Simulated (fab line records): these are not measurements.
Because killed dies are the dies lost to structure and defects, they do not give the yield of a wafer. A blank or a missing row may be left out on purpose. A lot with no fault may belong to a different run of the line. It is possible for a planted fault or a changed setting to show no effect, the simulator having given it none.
A struck lot beside a sound one / flow n5-finfet / 14 steps out of a route of 1938
Sound: these wafers, L225.2, L225.3, L225.6. Struck: wafer L219.4. (L219.6 of the same lot was not struck and is left out.) The cause comes at the end.
Order at every step that has rows: each side's tool, ch and its chambers, its first start. Under that, the readings that differ: sound wafers / struck wafers / difference of the means / sigmas: that difference in standard deviations of wafers without a fault.
alike: readings whose means differ by less than 2 such deviations, and words and numbers that are the same on both sides. not compared: withheld readings, readings that some wafer has no value for, bounds like >300 that may hide the same value, and numbers for which the record gives no deviation and whose values overlap.
A row with sigmas, a row that says differs or no value, or rows on one side alone: a step with any of these is where the two part. When numbers do not overlap yet have no deviation, they are printed without sigmas and do not part them. A reading that every wafer of one side lacks parts them only if that side has two wafers or more.

N5_BEOL_M0_ALD_136: deposits TaN, pulse time 2 s, purge time 3 s, co reactant purge time 2 s.
  sound on ald-metal-03 ch 0,2,3, day 9 18:03; struck on ald-metal-03 ch 3, day 8 13:50
  alike: heater-power-w, susceptor-temp-C
then, 3 steps without rows for these wafers: N5_BEOL_M0_SURFACE_TREAT_137; N5_BEOL_M0_CVD_115 (deposits Co from CCTBA/H2, time 120 s); N5_BEOL_M0_SPUTTER_116 (material Cu, target thk 4 nm, time 7.37 s).
N5_BEOL_M0_ANNEAL_117: time 60 s.
  struck on pvd-sputter-02, day 8 14:29; sound on pvd-sputter-01, day 9 18:41
  alike: heater-power-w, susceptor-temp-C
N5_BEOL_M0_SPUTTER_132: material Cu, target thk 4 nm, time 7.37 s.
  struck on pvd-sputter-02, day 8 14:31; sound on pvd-sputter-01, day 9 18:44
reading=chuck-sensor-temp-C (C); sound=-17.4 -17.0 -16.7; struck=-15.4; difference=+1.6; sigmas=+2
  alike: chamber-pressure-pa, susceptor-temp-C, throttle-valve-pct
N5_BEOL_M0_ANNEAL_133: time 60 s.
  struck on pvd-sputter-02, day 8 14:36; sound on pvd-sputter-01, day 9 18:49
  alike: heater-power-w, susceptor-temp-C
then, 2 steps without rows for these wafers: N5_BEOL_M0_SPUTTER_134 (material Cu, target thk 4 nm, time 7.37 s); N5_BEOL_M0_ANNEAL_135 (time 60 s).
N5_BEOL_M0_SPUTTER_141: material Cu, target thk 4 nm, time 7.37 s.
  struck on pvd-sputter-02, day 8 14:46; sound on pvd-sputter-01, day 9 18:58
reading=chuck-sensor-temp-C (C); sound=-17.3 -17.1 -16.7; struck=-15.5; difference=+1.5; sigmas=+2
  alike: chamber-pressure-pa, susceptor-temp-C, throttle-valve-pct
then, 2 steps without rows for these wafers: N5_BEOL_M0_ECD_118 (material Cu, target thk 300 nm); N5_BEOL_M0_ANNEAL_119 (time 90 s).
N5_BEOL_M0_CMP_120: polishes, stops on SiOC, t overpolish 6.9 s.
  sound on cmp-01 ch 0,2,3, day 9 20:16; struck on cmp-03 ch 2, day 8 15:26
reading=barrier-field-endpoint-s (s); sound=3.63 3.78 3.67; struck=2.06; difference=-1.63; sigmas=-17
reading=time-to-endpoint-s (s); sound=65.6 63.6 63.3; struck=35.6; difference=-28.6; sigmas=-12
reading=model.SiOC_of_BEOL_M0_SAQP_ILD_DEP_01.thk-nm (nm); sound=38.8 39.4 40.2; struck=36.8; difference=-2.7; sigmas=
  alike: motor-current-A, overpolish-run-s, slurry-flow-ml-min
-- here the record skips 3 days between the struck wafers' starts before and after, leaving off in module BEOL_M0 and picking up in module BEOL_M4 (first step shown: number 1111 of the route) --
N5_BEOL_M4_RC_MEAS_101:
  sound on prober-02 ch 0, day 12 12:48; struck on prober-02 ch 0, day 11 08:25
  alike: DIBL_N, DIBL_P, IOFF_N, IOFF_P, ION_N, ION_P, SS_N, SS_P, VT_N, VT_P

## WHERE THEY PART
At N5_BEOL_M0_SPUTTER_132 first; at N5_BEOL_M0_CMP_120 last (within this record only). Later steps at which nothing parts them and some readings are alike: N5_BEOL_M4_RC_MEAS_101.

WHY: what the simulator had put in
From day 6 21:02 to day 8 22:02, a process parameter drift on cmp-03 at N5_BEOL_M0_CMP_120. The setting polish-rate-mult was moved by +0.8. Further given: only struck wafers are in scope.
